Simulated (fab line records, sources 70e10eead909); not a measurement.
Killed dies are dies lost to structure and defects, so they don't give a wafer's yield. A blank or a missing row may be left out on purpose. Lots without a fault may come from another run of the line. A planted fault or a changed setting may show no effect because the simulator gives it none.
Chamber matching | flow nand_harc | NHARC_P_M0_ETCH_34 on rie_diel-08: 4 sister chambers
The step etches the open film in N2/H2, target depth 40 nm, overetch 12 nm, time 43.94 s. 18 wafers are shown with their chamber, then 9 later ones without.

WAFERS WITH THEIR CHAMBER
wafer  | chamber | showerhead_plenum_p_Torr (Torr) | rf_fwd_power_W (W) | rf_vpp_V (V)
L074.1 | 3       | 1.94                            | 398.8              | 427.9
L074.3 | 1       | 2.02                            | 395.0              | 430.1
L074.5 | 1       | 2.02                            | 393.3              | 432.5
L076.1 | 2       | 2.06                            | 393.6              | 431.2
L076.4 | 0       | 1.88                            | 397.7              | 427.2
L076.6 | 1       | 2.02                            | 394.9              | 430.3
L078.3 | 3       | 1.93                            | 398.8              | 427.9
L078.4 | 1       | 2.02                            | 393.2              | 429.4
L078.6 | 2       | 2.05                            | 393.3              | 431.8
L080.2 | 3       | 1.93                            | 397.2              | 427.3
L080.4 | 0       | 1.88                            | 399.0              | 426.4
L080.6 | 0       | 1.88                            | 397.3              | 425.5
L085.4 | 1       | 2.01                            | 396.5              | 431.0
L085.5 | 3       | 1.93                            | 397.5              | 425.9
L085.6 | 0       | 1.88                            | 396.4              | 426.9
L087.2 | 2       | 2.05                            | 393.4              | 432.1
L087.3 | 3       | 1.93                            | 397.8              | 426.1
L087.6 | 2       | 2.05                            | 392.9              | 429.8

SIGNATURES (means of the wafers above)
reading                  | chamber 0 | chamber 1 | chamber 2 | chamber 3 | scatter within a chamber
showerhead_plenum_p_Torr | 1.8800    | 2.0180    | 2.0525    | 1.9320    | 0.0041
rf_fwd_power_W           | 397.600   | 394.580   | 393.300   | 398.020   | 0.981
rf_vpp_V                 | 426.500   | 430.660   | 431.225   | 427.020   | 1
Rule: a wafer's distance from a chamber is the root of the sum, over the readings, of the square of ((its reading less the chamber's mean) divided by the reading's scatter). The wafer belongs to the nearest chamber; if the next one is less than 2 further off, it can't be placed. The scatter: the root of (the sum of the squares of (reading less its chamber's mean) over the shown wafers, divided by (wafers less chambers)).

WAFERS WITHOUT THEIR CHAMBER
wafer  | showerhead_plenum_p_Torr (Torr) | rf_fwd_power_W (W) | rf_vpp_V (V)
L091.1 | 2.05                            | 394.9              | 429.6
L091.4 | 2.01                            | 396.1              | 429.9
L091.6 | 2.05                            | 394.0              | 430.1
L093.2 | 1.87                            | 396.6              | 425.9
L093.3 | 2.04                            | 392.4              | 430.2
L093.4 | 2.01                            | 393.9              | 430.4
L094.4 | 1.92                            | 398.3              | 427.9
L094.5 | 2.01                            | 394.9              | 431.1
L094.6 | 1.87                            | 395.1              | 425.2

WHICH CHAMBER EACH WENT THROUGH
wafer  | from the rows above | in truth
L091.1 | 2                   | 2
L091.4 | 1                   | 1
L091.6 | 2                   | 2
L093.2 | 0                   | 0
L093.3 | 2                   | 2
L093.4 | 1                   | 1
L094.4 | 3                   | 3
L094.5 | 1                   | 1
L094.6 | 0                   | 0
Placed correctly: 9 of 9. Can't be placed from these rows: 0. Placed wrongly: 0.
